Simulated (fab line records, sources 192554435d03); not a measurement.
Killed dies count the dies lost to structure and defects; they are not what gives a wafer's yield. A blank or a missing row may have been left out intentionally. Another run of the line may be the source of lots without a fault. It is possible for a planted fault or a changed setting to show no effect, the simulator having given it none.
Problem report, 8D (eight disciplines) form, completed by code :: flow n5-finfet :: the parts of the form that need people (team, actions taken, sign-off) are left out
Where a reading is given only as a bound, like >300, the bound stands for it, and a mean or a difference that rests on one is marked > or <: the true number lies beyond.

1. PROBLEM STATEMENT
raw-defect-count at N5_SD_EPI_N_INSPECT_26 reads a mean of 1015 on 6 wafers of 2 lots; wafers without a fault read 187 with a standard deviation of 41. That puts it +20 standard deviations away from the usual mean.
The step: inspects for defects (darkfield).
Seen first at day 7 04:28 on defect-inspect-02, wafer L123.3. The record has a number at this step for 24 wafers belonging to 8 lots. The rule behind "out" and "out of limits": a value lying over 4 standard deviations away from the usual mean. The rest of the wafers with a number are treated as sound.

2. WHAT IT IS, WHAT IT ISN'T
question: which readings at this step
is: raw-defect-count
is not: -

question: which lots
is: L123, L124
is not: L107, L108, L109, L111, L117, L118

question: which wafers of those lots
is: all that have a number
is not: -

question: read on which gauges
is: defect-inspect-02
is not: defect-inspect-01

question: when
is: from day 7 04:28
is not: up to then (18 sound wafers)

3. SUSPECTS, AND WHAT RULES EACH OUT
Counting: a tool stays on the suspect list if, at a process step up to the reading, it processed all lots that are out and no sound lot following the first of them.
- the gauge at N5_SD_EPI_N_INSPECT_26 has been ruled out. All the wafers that are out were read on defect-inspect-02, but those of them that N5_SD_EPI_P_INSPECT_11 has rows for are out there too, on other tools.
- rie-diel-04 at N5_SD_EPI_N_ETCH_45 (etches SiOCN in CH3F/O2, target depth 6 nm): kept. All lots that are out passed through it, beginning with L123 at day 7 01:01, and no sound lot followed; its final sound lot before that point was L117 at day 5 14:56.
- plasma-asher-01 at N5_SD_EPI_N_STRIP_38 (strips in N2/H2): kept. All lots that are out passed through it, beginning with L123 at day 7 01:18, and no sound lot followed; its final sound lot before that point was L118 at day 5 22:14.
Remaining after the count are rie-diel-04 at N5_SD_EPI_N_ETCH_45 and plasma-asher-01 at N5_SD_EPI_N_STRIP_38.

4. THE CAUSE (what the simulator had put in)
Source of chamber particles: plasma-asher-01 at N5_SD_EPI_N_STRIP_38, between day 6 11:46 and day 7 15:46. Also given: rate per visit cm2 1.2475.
Of the 2 suspects that counting leaves, this tool is one.

5. THE EFFECT CHAIN, in route order
Each row: a reading whose mean over the struck wafers that have a number lies more than 3 standard deviations from the usual. Readings are gone through only where the record gives a usual standard deviation; hours: the median, over the lots, of the time from a lot's start at the first step in this table giving one to that lot's start at this step; sigmas: the change measured in usual standard deviations.
hours: 0
step: N5_SD_EPI_N_INSPECT_26
reading: raw-defect-count
usual: 187
on struck wafers: 1015
change: +828
sigmas: +20

hours: 0
step: N5_SD_EPI_P_INSPECT_11
reading: raw-defect-count
usual: 2.1
on struck wafers: >300
change: >+298
sigmas: +99 or more

hours: 4
step: N5_SD_EPI_P_INSPECT_26
reading: raw-defect-count
usual: 159
on struck wafers: 980
change: +821
sigmas: +25

hours: 317
step: N5_PASSIVATION_PROBE_49
reading: defect-limited-yield
usual: 91.4 %
on struck wafers: 83.6
change: -7.8
sigmas: -6.5

hours: 317
step: N5_PASSIVATION_PROBE_49
reading: killed-at-front-end
usual: 38
on struck wafers: 140
change: +102
sigmas: +11

hours: 317
step: N5_PASSIVATION_PROBE_49
reading: killed-dies
usual: 102
on struck wafers: 194
change: +92
sigmas: +6.1

hours: 317
step: N5_PASSIVATION_PROBE_49
reading: sort_bin_5_function
usual: 5.0 %
on struck wafers: 9.8
change: +4.8
sigmas: +5.5

hours: 317
step: N5_PASSIVATION_PROBE_49
reading: sort-n-pass
usual: 1078
on struck wafers: 986
change: -92
sigmas: -6.1

hours: 317
step: N5_PASSIVATION_PROBE_49
reading: sort-yield-pct
usual: 91.4 %
on struck wafers: 83.6
change: -7.8
sigmas: -6.5
It contains these process steps:
- N5_PASSIVATION_PROBE_49
Later steps that measure or inspect, where all struck wafers having a row at the step show a number for every such reading and not one has moved that far: N5_BEOL_M4_RC_MEAS_101.

6. HOW IT WOULD HAVE BEEN CAUGHT EARLIER
Counted from the fault's start at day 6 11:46, it took 17 hours until the first out-of-limits reading at a measuring or inspecting step in this record, taken at day 7 04:28.
Tool readings at N5_SD_EPI_N_STRIP_38 with a usual standard deviation given in the record: none out on any struck wafer, hence no alarm at a limit of 4 standard deviations on them.
Lots out: 2; of these, L124 started N5_SD_EPI_N_STRIP_38 on plasma-asher-01 after day 7 04:28. A tool hold placed at that time would have kept it from harm.
